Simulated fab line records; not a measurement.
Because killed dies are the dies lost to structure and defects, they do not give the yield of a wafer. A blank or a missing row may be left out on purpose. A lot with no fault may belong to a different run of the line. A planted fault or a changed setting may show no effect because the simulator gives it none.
fab line records	flow n5-finfet
record: lots: 7	wafers: 20	last-day: 17
route steps=1938 shown BEOL_M4@1052
lots with no fault: from the same line, run without faults
start-h: hours from the record's opening day to when the first of the lot's shown wafers began	wait-h: hours from the lot's prior step to this one	" as in the row above	L1.1+2: one row covering several wafers at once	- no value present, or no start provided	* or withheld: withheld	< > ~ a bound
route shown NAME@n: names a module that has steps shown in the file, with the first one's number in the route	usual: mean/standard deviation taken from wafers without a fault	same: alike in all rows	chamber/n: place in a boat	sites: each site's reading	_std_site: how widely they spread, as a standard deviation	_edge_site: the outer-site mean with the inner-site mean subtracted	radius-mm: how far each site lies from the wafer's centre	mask NAME#n: copy n	behind: tool/chamber where the wafer was last shaped	hold: reason for holding the lot/hours on hold/outcome of the hold	device: the n, p or np transistor that did not switch	end of line: the tests these same wafers got at the end of their route	a step without rows: its recipe alone	killed: count of dies lost to structure and defects at first sort (not the wafer's yield)	map: shows each die of a wafer: x if killed, . if not, _ if none is there
set.NAME: the setting that was run; set.NAME@STEP: the one run at that earlier step	model.NAME: the simulator's own value behind a step, which no gauge read
a table for each step, a row for each wafer; lots at some steps of the route
services: the hour from which a tool's chamber was out of use, counted from the record's first day as start-h (under 0 if before that day), plus the number of hours and why
== steps ==
step: N5_BEOL_M4_SOFTBAKE_23
recipe: temp-c: 110	time-s: 60	resist: CAR-EUV
step: N5_BEOL_M4_EXPOSE_25
recipe: mask-id: V3	na: 0.33	source-shape: quasar	sigma-inner: 0.2	sigma-outer: 0.8	polarization: unpolarized	defocus-nm: 5	dose-mj: 63
step: N5_BEOL_M4_PEB_26
recipe: peb-temp-c: 100	peb-time-s: 60	resist: CAR-EUV
step: N5_BEOL_M4_DEVELOP_27
recipe: develop-time-s: 30	developer: TMAH	resist: CAR-EUV	rinse-liquid: surfactant-rinse	dry: air-spin	dev-temp-c: 23
step: N5_BEOL_M4_CD_MEAS_28
recipe: target-cd-nm: 26.2	landing-energy-ev: 500	detector: se-inlens	target-cd-y-nm: 24.1	polarity: opening
usual: cd-nm: 26.23/0.24
same: landing-energy-ev: 500
lot.wafer	tool	chamber	start-h	wait-h	cd-nm
L796.2	cd-sem-03	0	213.35	-	25.88
L796.3	"	0	"	"	26.39
L796.4	"	0	"	"	26.14
L798.1	cd-sem-01	0	232.45	-	26.14
L798.3	"	0	"	"	26.38
L798.6	"	0	"	"	26.16
L799.1	cd-sem-02	0	237.58	-	26.37
L799.3	"	0	"	"	26.36
L799.5	"	0	"	"	26.13
L802.2	cd-sem-03	0	245.57	-	26.18
L802.3	"	0	"	"	26.35
L802.5	"	0	"	"	26.10
L804.1	cd-sem-02	0	256.35	-	26.14
L804.6	"	0	"	"	26.31
L808.2	cd-sem-02	0	279.86	-	25.73
L808.5	"	0	"	"	26.42
L808.6	"	0	"	"	25.97
L810.1	cd-sem-03	0	297.52	-	26.21
L810.2	"	0	"	"	26.33
L810.6	"	0	"	"	26.33
step: N5_BEOL_M4_OVL_MEAS_29
recipe: points-per-wafer: 522
usual: V3_OVL: -0.2/0.56
lot.wafer	tool	chamber	start-h	wait-h	V3_OVL[nm]
L796.2	overlay-02	0	213.39	0.0	-0.1
L796.3	"	0	"	"	0.0
L796.4	"	0	"	"	0.1
L798.1	overlay-02	0	232.48	0.0	-0.5
L798.3	"	0	"	"	-0.6
L798.6	"	0	"	"	-0.6
L799.1	overlay-01	0	237.61	0.0	0.3
L799.3	"	0	"	"	-0.1
L799.5	"	0	"	"	-1.2
L802.2	overlay-01	0	245.61	0.0	0.3
L802.3	"	0	"	"	-0.1
L802.5	"	0	"	"	-1.1
L804.1	overlay-01	0	256.38	0.0	0.1
L804.6	"	0	"	"	0.2
L808.2	overlay-01	0	279.90	0.0	-0.1
L808.5	"	0	"	"	-0.4
L808.6	"	0	"	"	-0.8
L810.1	overlay-01	0	297.55	0.0	0.1
L810.2	"	0	"	"	0.4
L810.6	"	0	"	"	-0.4
step: N5_BEOL_M4_INSPECT_30
recipe: mode: adi	inspect-instrument: brightfield
usual: raw-defect-count: 412/100
lot.wafer	tool	chamber	start-h	wait-h	raw-defect-count
L796.2	defect-inspect-01	-	213.44	0.0	415
L796.3	"	-	"	"	460
L796.4	"	-	"	"	428
L798.1	defect-inspect-02	-	232.54	0.1	303
L798.3	"	-	"	"	266
L798.6	"	-	"	"	306
L799.1	defect-inspect-01	-	237.67	0.1	407
L799.3	"	-	"	"	435
L799.5	"	-	"	"	372
L802.2	defect-inspect-02	-	245.66	0.0	351
L802.3	"	-	"	"	460
L802.5	"	-	"	"	389
L804.1	defect-inspect-01	-	256.44	0.1	473
L804.6	"	-	"	"	481
L808.2	defect-inspect-01	-	279.95	0.0	491
L808.5	"	-	"	"	483
L808.6	"	-	"	"	265
L810.1	defect-inspect-01	-	297.61	0.1	414
L810.2	"	-	"	"	453
L810.6	"	-	"	"	287
step: N5_BEOL_M4_DESCUM_33
recipe: chemistry: O2	time-s: 7	source-power-w: 50	bias-power-w: 20	pressure-mtorr: 20	rf-frequency-hz: 2.712e+07	temp-c: 40	resist: CAR-EUV	o2-flow-sccm: 225
usual: drypump-motor-current-A: 5.8/0.47	oes-product-au: 0.79/0.095	rf-vpp-V: 243.7/1.5	showerhead-plenum-p-Torr: 2.13/0.075	throttle-valve-pct: 20.42/0.25
same: time-s: 7
lot.wafer	tool	chamber	start-h	wait-h	drypump-motor-current-A	oes-product-au	rf-hours-counter-h	rf-vpp-V	showerhead-plenum-p-Torr	throttle-valve-pct
L796.2	rie-diel-02	3	213.48	0.0	5.7	0.67	247	243.7	2.06	20.50
L796.3	"	1	"	"	6.6	0.80	92	243.4	2.21	20.21
L796.4	"	2	"	"	5.9	0.72	205	243.9	2.17	20.45
L798.1	rie-diel-02	2	232.58	0.0	5.9	0.71	212	243.7	2.17	20.44
L798.3	"	0	"	"	6.4	0.72	194	244.2	2.08	20.25
L798.6	"	1	"	"	6.6	0.80	-	245.0	2.21	20.22
L799.1	rie-diel-02	0	238.13	0.5	6.4	0.72	197	241.9	2.08	20.26
L799.3	"	3	"	"	5.8	0.98	1	243.8	2.06	20.11
L799.5	"	3	"	"	5.7	1.00	-	244.7	2.06	20.11
L802.2	rie-diel-06	0	245.78	0.1	5.8	0.67	250	241.1	2.07	20.92
L802.3	"	3	"	"	5.8	0.85	61	243.9	2.21	20.25
L802.5	"	3	"	"	5.7	0.85	-	243.9	2.21	20.26
L804.1	rie-diel-06	3	256.69	0.2	5.8	0.84	67	245.0	2.20	20.25
L804.6	"	2	"	"	5.1	0.69	-	241.4	1.99	20.88
L808.2	rie-diel-02	0	280.18	0.2	6.4	0.70	210	243.5	2.07	20.30
L808.5	"	1	"	"	6.5	0.78	-	245.0	2.20	20.23
L808.6	"	2	"	"	5.9	0.69	-	244.6	2.16	20.46
L810.1	rie-diel-02	2	297.64	0.0	5.9	0.69	235	245.3	2.16	20.48
L810.2	"	1	"	"	6.5	0.77	121	244.4	2.20	20.24
L810.6	"	2	"	"	5.9	0.69	-	244.5	2.16	20.46
step: N5_BEOL_M4_ETCH_77
recipe: chemistry: N2/H2	target: underlayer	target-depth-a: 65	mask-material: CAR-EUV	time-s: 5.2	ion-energy-ev: 200	pressure-mtorr: 30	source-w: 840	bias-w: 150	n2-flow-sccm: 200	h2-flow-sccm: 200	ends: cleared
usual: drypump-motor-current-A: 5.8/0.47	etch-rf-on-time-s: 5.20/0.084	n2-flow-sccm: 200.0/0.62	oes-product-au: 0.67/0.079	rf-vpp-V: 525.1/2.9	showerhead-plenum-p-Torr: 2.59/0.095	throttle-valve-pct: 17.87/0.25
lot.wafer	tool	chamber	start-h	wait-h	drypump-motor-current-A	etch-rf-on-time-s	n2-flow-sccm	oes-product-au	rf-hours-counter-h	rf-vpp-V	showerhead-plenum-p-Torr	throttle-valve-pct
L796.2	rie-diel-02	3	213.51	0.0	5.8	5.32	199.7	0.56	247	524.0	2.50	17.95
L796.3	"	1	"	"	6.6	5.15	200.2	0.69	92	525.6	2.68	17.62
L796.4	"	2	"	"	5.9	5.20	200.0	0.61	205	525.1	2.63	17.89
L798.1	rie-diel-02	2	232.61	0.0	5.9	5.32	199.3	0.60	212	528.0	2.62	17.89
L798.3	"	0	"	"	6.4	5.24	199.5	0.62	194	523.3	2.52	17.67
L798.6	"	1	"	"	6.6	5.23	200.1	0.67	-	529.6	2.68	17.63
L799.1	rie-diel-02	0	238.17	0.0	6.3	5.08	199.9	0.63	197	525.2	2.52	17.66
L799.3	"	3	"	"	5.7	5.23	199.3	0.84	1	522.6	2.50	17.53
L799.5	"	3	"	"	5.8	5.19	199.2	0.84	-	521.5	2.50	17.55
L802.2	rie-diel-06	0	245.82	0.0	5.9	5.24	200.4	0.57	250	523.3	2.50	18.34
L802.3	"	3	"	"	5.8	5.04	200.2	0.74	61	530.4	2.69	17.76
L802.5	"	3	"	"	5.8	5.04	199.0	0.72	-	529.5	2.69	17.78
L804.1	rie-diel-06	3	256.72	0.0	5.8	5.15	199.2	0.71	67	528.8	2.69	17.75
L804.6	"	2	"	"	5.1	5.29	198.5	0.60	-	520.3	2.41	18.27
L808.2	rie-diel-02	0	280.21	0.0	6.4	5.11	199.9	0.61	210	522.9	2.52	17.67
L808.5	"	1	"	"	6.6	5.17	200.1	0.67	-	526.5	2.67	17.68
L808.6	"	2	"	"	5.9	5.28	200.2	0.60	-	524.9	2.62	17.91
L810.1	rie-diel-02	2	297.68	0.0	5.9	5.26	198.7	0.60	235	526.7	2.61	17.92
L810.2	"	1	"	"	6.6	5.08	200.3	0.67	121	526.3	2.67	17.65
L810.6	"	2	"	"	5.9	5.22	199.1	0.60	-	525.1	2.61	17.94
step: N5_BEOL_M4_ETCH_69
recipe: chemistry: CF4	target: SiARC	target-depth-a: 156	mask-material: CAR-EUV	time-s: 26	ion-energy-ev: 80	pressure-mtorr: 40	source-w: 545	bias-w: 36	Ar_flow_sccm: 100	cf4-flow-sccm: 100	ends: cleared
usual: drypump-motor-current-A: 5.8/0.47	etch-rf-on-time-s: 26.1/0.48	oes-product-au: 0.67/0.08	rf-vpp-V: 184.5/1.4	showerhead-plenum-p-Torr: 2.17/0.077	throttle-valve-pct: 15.59/0.23
lot.wafer	tool	chamber	start-h	wait-h	drypump-motor-current-A	etch-rf-on-time-s	oes-product-au	rf-hours-counter-h	rf-vpp-V	showerhead-plenum-p-Torr	throttle-valve-pct
L796.2	rie-diel-02	3	213.53	0.0	5.8	26.7	0.57	247	185.0	2.10	15.75
L796.3	"	1	"	"	6.5	25.9	0.69	92	185.1	2.25	15.39
L796.4	"	2	"	"	5.9	26.6	0.62	205	185.1	2.20	15.60
L798.1	rie-diel-02	2	232.63	0.0	5.9	26.3	0.61	212	183.9	2.20	15.62
L798.3	"	0	"	"	6.3	25.8	0.63	194	184.5	2.12	15.48
L798.6	"	1	"	"	6.6	25.8	0.68	-	185.6	2.25	15.38
L799.1	rie-diel-02	0	238.19	0.0	6.4	26.1	0.62	197	182.9	2.12	15.47
L799.3	"	3	"	"	5.7	26.5	0.84	1	183.7	2.10	15.25
L799.5	"	3	"	"	5.8	26.4	0.84	-	182.2	2.10	15.23
L802.2	rie-diel-06	0	245.83	0.0	5.9	26.1	0.57	250	182.3	2.10	16.01
L802.3	"	3	"	"	5.8	25.4	0.72	61	185.6	2.26	15.47
L802.5	"	3	"	"	5.8	25.4	0.72	-	184.7	2.26	15.46
L804.1	rie-diel-06	3	256.74	0.0	5.7	25.4	0.72	67	185.3	2.25	15.46
L804.6	"	2	"	"	5.1	26.2	0.60	-	181.2	2.03	15.99
L808.2	rie-diel-02	0	280.23	0.0	6.4	26.0	0.61	210	184.0	2.12	15.50
L808.5	"	1	"	"	6.6	25.9	0.66	-	184.6	2.24	15.42
L808.6	"	2	"	"	5.9	26.5	0.60	-	185.1	2.20	15.63
L810.1	rie-diel-02	2	297.70	0.0	5.9	26.7	0.59	235	182.1	2.19	15.63
L810.2	"	1	"	"	6.5	26.1	0.66	121	186.5	2.24	15.44
L810.6	"	2	"	"	5.9	26.8	0.59	-	185.3	2.19	15.66
step: N5_BEOL_M4_ALD_98
recipe: material: SiO2	target-thk-a: 25	temp-c: 100	ald-precursor-family: BDEAS	ald-co-reactant: O2-plasma	pulse-time-s: 1	co-reactant-pulse-time-s: 1	purge-time-s: 2	co-reactant-purge-time-s: 2	ald-cycles: 17	pressure-torr: 2
usual: heater-power-w: 77/7.1	precursor-pulse-height-rel: 0.999/0.018
lot.wafer	tool	chamber	start-h	wait-h	heater-power-w	precursor-pulse-height-rel
L796.2	ald-sin-03	3	213.61	0.1	94	0.984
L796.3	"	1	"	"	78	0.976
L796.4	"	0	"	"	75	0.966
L798.1	ald-sin-02	1	232.71	0.1	68	1.018
L798.3	"	3	"	"	82	1.008
L798.6	"	0	"	"	77	1.003
L799.1	ald-sin-02	2	238.27	0.1	75	0.994
L799.3	"	3	"	"	84	0.975
L799.5	"	1	"	"	68	1.001
L802.2	ald-sin-03	0	246.79	0.9	76	0.995
L802.3	"	2	"	"	78	1.005
L802.5	"	2	"	"	78	1.017
L804.1	ald-sin-03	3	256.97	0.2	94	0.994
L804.6	"	3	"	"	93	1.013
L808.2	ald-sin-02	0	281.42	1.2	81	1.038
L808.5	"	3	"	"	83	1.010
L808.6	"	0	"	"	77	0.987
L810.1	ald-sin-03	2	298.36	0.6	76	0.994
L810.2	"	0	"	"	72	0.968
L810.6	"	0	"	"	73	1.035
step: N5_BEOL_M4_ETCHBACK_99
recipe: chemistry: CHF3	target: SiO2	target-depth-a: 50	time-s: 10.4	source-w: 215	bias-w: 47	Ar_flow_sccm: 200	CHF3_flow_sccm: 12	ion-energy-ev: 100	pressure-mtorr: 30
usual: drypump-motor-current-A: 5.7/0.48	oes-product-au: 0.78/0.092	rf-vpp-V: 242.3/2.6	showerhead-plenum-p-Torr: 2.18/0.083	throttle-valve-pct: 17.05/0.24
same: time-s: 10.4
lot.wafer	tool	chamber	start-h	wait-h	drypump-motor-current-A	oes-product-au	rf-hours-counter-h	rf-vpp-V	showerhead-plenum-p-Torr	throttle-valve-pct
L796.2	rie-diel-02	2	219.70	6.0	5.9	0.72	207	245.1	2.21	17.02
L796.3	"	0	"	"	6.4	0.74	188	242.4	2.14	16.91
L796.4	"	3	"	"	5.8	0.66	250	242.0	2.11	17.18
L798.1	rie-diel-06	3	239.61	6.8	5.8	0.86	59	245.4	2.28	16.91
L798.3	"	0	"	"	5.8	0.67	248	236.5	2.11	17.46
L798.6	"	2	"	"	5.1	0.71	-	242.0	2.04	17.42
L799.1	rie-diel-06	2	243.94	5.6	5.1	0.71	210	241.5	2.04	17.43
L799.3	"	1	"	"	5.9	0.93	24	242.9	2.29	17.23
L799.5	"	3	"	"	5.7	0.85	-	244.4	2.27	16.93
L802.2	rie-diel-06	3	247.01	0.2	5.8	0.85	61	242.8	2.27	16.93
L802.3	"	0	"	"	5.8	0.67	250	236.4	2.11	17.46
L802.5	"	3	"	"	5.7	0.85	-	245.6	2.28	16.92
L804.1	rie-diel-06	1	264.19	7.2	5.9	0.91	34	243.9	2.28	17.23
L804.6	"	3	"	"	5.7	0.84	-	245.9	2.27	16.94
L808.2	rie-diel-05	2	281.54	0.1	5.5	0.84	48	240.9	2.28	16.91
L808.5	"	3	"	"	4.8	0.66	-	242.6	2.21	17.21
L808.6	"	0	"	"	5.9	0.85	-	238.1	2.09	16.70
L810.1	rie-diel-02	0	299.90	1.5	6.3	0.72	217	242.4	2.13	16.98
L810.2	"	2	"	"	5.9	0.70	236	245.4	2.20	17.06
L810.6	"	0	"	"	6.4	0.71	-	241.6	2.13	16.95
step: N5_BEOL_M4_ETCH_70
recipe: chemistry: N2/H2	target: SOC	target-depth-a: 800	overetch-a: 240	mask-material: SiARC	temp-c: 40	time-s: 130	ion-energy-ev: 200	pressure-mtorr: 30	source-w: 840	bias-w: 150	n2-flow-sccm: 200	h2-flow-sccm: 200
usual: drypump-motor-current-A: 5.8/0.48	n2-flow-sccm: 200.0/0.62	oes-product-au: 0.58/0.064	rf-vpp-V: 524.8/2.9	run-length-s: 153.2/0.33	showerhead-plenum-p-Torr: 2.58/0.1	throttle-valve-pct: 17.84/0.26
lot.wafer	tool	chamber	start-h	wait-h	drypump-motor-current-A	n2-flow-sccm	oes-product-au	rf-hours-counter-h	rf-vpp-V	run-length-s	showerhead-plenum-p-Torr	throttle-valve-pct	model.SiARC_of_BEOL_M4_COAT_68.thk-nm
L796.2	rie-diel-02	2	219.74	0.0	5.9	199.6	0.54	207	526.8	153.4	2.63	17.84	6
L796.3	"	0	"	"	6.4	200.0	0.53	188	522.1	152.8	2.52	17.59	5.8
L796.4	"	3	"	"	5.8	199.6	0.49	250	522.8	153.5	2.50	17.94	6
L798.1	rie-diel-06	3	239.64	0.0	5.7	199.4	0.61	59	528.7	153.3	2.69	17.69	5.6
L798.3	"	0	"	"	5.9	200.7	0.49	248	523.2	152.8	2.50	18.29	6
L798.6	"	2	"	"	5.1	200.1	0.52	-	519.2	153.6	2.41	18.21	5.8
L799.1	rie-diel-06	2	243.97	0.0	5.1	199.8	0.54	210	520.2	147.1	2.41	18.23	6.2
L799.3	"	1	"	"	5.9	198.5	0.70	24	529.0	146.8	2.71	18.13	6
L799.5	"	3	"	"	5.8	200.0	0.62	-	526.8	153.1	2.69	17.70	5.6
L802.2	rie-diel-06	3	247.04	0.0	5.8	201.5	0.61	61	527.4	153.0	2.69	17.70	5.6
L802.3	"	0	"	"	5.8	199.6	0.51	250	522.8	146.4	2.50	18.31	6.4
L802.5	"	3	"	"	5.7	200.9	0.62	-	527.1	153.1	2.69	17.71	5.6
L804.1	rie-diel-06	1	264.23	0.0	5.9	199.4	0.69	34	528.1	147.1	2.71	18.15	6
L804.6	"	3	"	"	5.8	200.4	0.61	-	528.1	153.2	2.68	17.72	5.8
L808.2	rie-diel-05	2	281.57	0.0	5.6	199.1	0.61	48	528.7	153.0	2.70	17.63	6
L808.5	"	3	"	"	4.9	198.6	0.51	-	525.5	153.3	2.62	17.99	5.8
L808.6	"	0	"	"	5.9	200.3	0.63	-	521.6	152.6	2.47	17.51	5.8
L810.1	rie-diel-02	0	299.93	0.0	6.4	200.4	0.52	217	523.6	152.6	2.51	17.66	5.8
L810.2	"	2	"	"	5.9	199.4	0.52	236	525.6	153.3	2.61	17.89	6
L810.6	"	0	"	"	6.4	200.1	0.53	-	523.4	152.8	2.51	17.65	5.8
step: N5_BEOL_M4_STRIP_71
recipe: chemistry: N2/H2	temp-c: 40	n2-flow-sccm: 200	h2-flow-sccm: 200	rf-frequency-hz: 6e+07
step: N5_BEOL_M4_RC_MEAS_101
usual: DIBL_N: 35.9/1.4	DIBL_P: 35.9/1.7	IOFF_N: 0.155/0.023	IOFF_P: 0.201/0.029	ION_N: 672/8.8	ION_P: 460/7	SS_N: 71.6/0.48	SS_P: 73.1/0.64	VT_N: 250.0/3	VT_P: -251.6/3
lot.wafer	tool	chamber	start-h	wait-h	DIBL_N[mV/V]	DIBL_P[mV/V]	IOFF_N[nA/um]	IOFF_P[nA/um]	ION_N[uA/um]	ION_P[uA/um]	SS_N[mV/dec]	SS_P[mV/dec]	VT_N[mV]	VT_P[mV]
L796.2	prober-01	0	224.34	0.2	36.5	36.7	0.164	0.180	666	454	70.9	73.1	248.0	-254.2
L796.3	"	0	"	"	39.5	40.3	0.239	0.238	688	459	72.3	74.1	241.2	-250.3
L796.4	"	0	"	"	36.0	35.5	0.149	0.167	663	444	71.4	72.6	247.5	-255.5
L798.1	prober-01	0	243.82	0.0	35.9	35.8	0.146	0.187	671	458	71.1	72.8	252.1	-251.9
L798.3	"	0	"	"	36.0	36.4	0.143	0.201	663	455	71.4	73.1	251.7	-249.7
L798.6	"	0	"	"	36.2	36.6	0.152	0.203	666	455	71.4	72.5	253.6	-251.7
L799.1	prober-01	0	248.38	0.0	35.2	37.6	0.181	0.236	675	470	71.9	73.9	246.2	-250.2
L799.3	"	0	"	"	33.8	36.1	0.148	0.212	672	468	72.0	72.9	249.1	-249.2
L799.5	"	0	"	"	34.0	36.5	0.150	0.210	680	467	71.3	72.2	249.6	-248.4
L802.2	prober-01	0	252.21	0.2	36.8	36.7	0.185	0.249	686	468	71.7	73.3	244.7	-246.1
L802.3	"	0	"	"	36.7	36.6	0.178	0.247	675	466	71.5	73.5	247.9	-248.8
L802.5	"	0	"	"	36.7	36.6	0.183	0.241	679	472	72.0	72.8	245.7	-248.7
L804.1	prober-01	0	269.18	0.0	39.0	37.0	0.170	0.219	675	459	72.4	73.6	247.8	-255.0
L804.6	"	0	"	"	39.6	38.5	0.191	0.237	684	463	72.0	74.2	247.0	-248.9
L808.2	prober-02	0	286.63	0.2	38.0	37.5	0.173	0.216	677	460	72.0	73.7	250.2	-250.7
L808.5	"	0	"	"	38.5	38.4	0.196	0.239	697	472	71.5	74.1	246.2	-251.4
L808.6	"	0	"	"	38.2	38.5	0.185	0.237	686	463	72.3	72.9	247.8	-249.5
L810.1	prober-01	0	305.76	0.2	36.1	34.9	0.146	0.175	668	452	71.7	73.5	250.2	-255.3
L810.2	"	0	"	"	34.4	33.7	0.118	0.161	665	456	71.0	73.4	254.4	-255.5
L810.6	"	0	"	"	35.7	35.3	0.139	0.182	662	452	71.7	73.2	252.2	-253.5
== services ==
tool	chamber	start-h	hours	kind
rie-diel-06	0	200.31	15.8	repair
rie-diel-02	3	221.54	-	clean
rie-diel-02	3	221.54	-	consumable-replace:focus-ring
ald-sin-03	-	228.99	2.8	repair
ald-sin-02	2	230.72	4.4	repair
ald-sin-02	0	238.70	-	calibration
ald-sin-02	1	244.09	8.5	repair
rie-diel-06	0	247.37	-	clean
rie-diel-06	0	247.37	-	consumable-replace:focus-ring
rie-diel-06	0	247.37	23.0	scheduled-down
rie-diel-06	0	247.37	23.0	vent-cycle
ald-sin-02	-	255.40	2.2	repair
ald-sin-03	-	269.27	14.0	pm
ald-sin-03	0	269.27	14.0	vent-cycle
ald-sin-03	1	269.27	14.0	vent-cycle
ald-sin-03	2	269.27	14.0	vent-cycle
ald-sin-03	3	269.27	14.0	vent-cycle
ald-sin-03	0	283.27	-	clean
ald-sin-03	1	283.27	-	clean
ald-sin-03	2	283.27	-	clean
ald-sin-03	3	283.27	-	clean
ald-sin-03	-	284.73	1.1	repair
== key ==
first-sign: step: N5_BEOL_M4_ETCH_70	reading: run-length-s	direction: down	sigmas: 19	usual: *	struck: *
effect none on later readings
model-effect: step: N5_BEOL_M4_ETCH_70	value: SiARC_of_BEOL_M4_COAT_68.thk-nm	without: 5.75	struck: 6.15
met-at N5_BEOL_M4_ETCH_70
struck-wafers L799.1,L799.3,L802.3,L804.1
onset-between 239.64 243.97
fault: kind: process-parameter-drift	tool: rie-diel-06	chamber: -	onset-h: 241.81	steps: N5_BEOL_M4_ETCH_70	channel: time-s	offset: *	shape: step	end-h: 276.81	scope: struck-wafers-only	acts-in: *	stated: *
